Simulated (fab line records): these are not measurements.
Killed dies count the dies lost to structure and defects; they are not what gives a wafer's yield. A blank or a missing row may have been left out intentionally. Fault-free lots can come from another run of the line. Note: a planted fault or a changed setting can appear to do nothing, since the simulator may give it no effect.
Which tool is to blame? :: flow nand-harc :: Sampling: 6 lots, 18 wafers, 5 of 1159 route steps

## WHAT EACH GAUGE READ, for each wafer
NHARC_END_SORT_01.
lot: L953
measured: day 24 01:56
on: prober-01
killed-at-array: 35 23 29

## WHAT TOOL EACH LOT RAN ON (gives the tool, then ch and the chambers of the sampled wafers, and finally the start)
lot: L940
NHARC_P_GATE_ETCH_114: rie-diel-02 ch 0,1,3, day 6 00:13 or earlier
NHARC_P_GATE_IMPLANT_62: implanter-02 ch 0, day 6 00:13
NHARC_P_GATE_STRIP_76: plasma-asher-02 ch 0,1, day 6 00:43
NHARC_P_GATE_STRIP_95: plasma-asher-01 ch 0,1, day 6 02:45

lot: L942
NHARC_P_GATE_ETCH_114: rie-diel-08 ch 0,1,3, day 6 15:17 or earlier
NHARC_P_GATE_IMPLANT_62: implanter-01 ch 0, day 6 15:17
NHARC_P_GATE_STRIP_76: plasma-asher-01 ch 0,1, day 6 15:46
NHARC_P_GATE_STRIP_95: plasma-asher-01 ch 0, day 6 17:57

lot: L947
NHARC_P_GATE_ETCH_114: rie-diel-05 ch 1,2, day 7 18:47 or earlier
NHARC_P_GATE_IMPLANT_62: implanter-01 ch 0, day 7 18:47
NHARC_P_GATE_STRIP_76: plasma-asher-02 ch 0,1, day 7 19:11
NHARC_P_GATE_STRIP_95: plasma-asher-01 ch 0,1, day 7 21:15

lot: L953
NHARC_P_GATE_ETCH_114: rie-diel-02 ch 2,3, day 9 07:41 or earlier
NHARC_P_GATE_IMPLANT_62: implanter-02, day 9 07:41
NHARC_P_GATE_STRIP_76: plasma-asher-01 ch 0,1, day 9 08:11
NHARC_P_GATE_STRIP_95: plasma-asher-01 ch 0, day 9 10:13

lot: L955
NHARC_P_GATE_ETCH_114: rie-diel-08 ch 0,1,3, day 9 19:21 or earlier
NHARC_P_GATE_IMPLANT_62: implanter-02 ch 0, day 9 19:21
NHARC_P_GATE_STRIP_76: plasma-asher-01 ch 0,1, day 9 19:50
NHARC_P_GATE_STRIP_95: plasma-asher-01 ch 0,1, day 9 22:01

lot: L957
NHARC_P_GATE_ETCH_114: rie-diel-02 ch 0,1, day 10 09:52 or earlier
NHARC_P_GATE_IMPLANT_62: implanter-02 ch 0, day 10 09:52
NHARC_P_GATE_STRIP_76: plasma-asher-02 ch 0, day 10 10:19
NHARC_P_GATE_STRIP_95: plasma-asher-01 ch 0,1, day 10 12:29
- NHARC_P_GATE_ETCH_114: etches the open film in CF4/O2, target depth 30 nm, overetch 3 nm, time 16.5 s.
- NHARC_P_GATE_IMPLANT_62
- NHARC_P_GATE_STRIP_76: strips in O2.
- NHARC_P_GATE_STRIP_95: strips in O2.

## THE ANSWER, worked out from the rows above alone
Rule: the usual values come from the lots themselves. The widest of any qualifying gaps counts: lots, ordered by their means at a reading, are off when they make up no more than a third of the lots, leave a main group of 4 or more, and stand apart from it by 3 or more times the standard deviation of that group's means. If all means in a main group match to the digits the tables above print for the reading, that group is not used. A lot without any number at a reading at which 4 lots or more have one is off too. Any other lot the step has rows for is counted as sound.
None of the lots is off at any reading shown; this tells nothing.

## WHAT THE SIMULATOR PUT IN
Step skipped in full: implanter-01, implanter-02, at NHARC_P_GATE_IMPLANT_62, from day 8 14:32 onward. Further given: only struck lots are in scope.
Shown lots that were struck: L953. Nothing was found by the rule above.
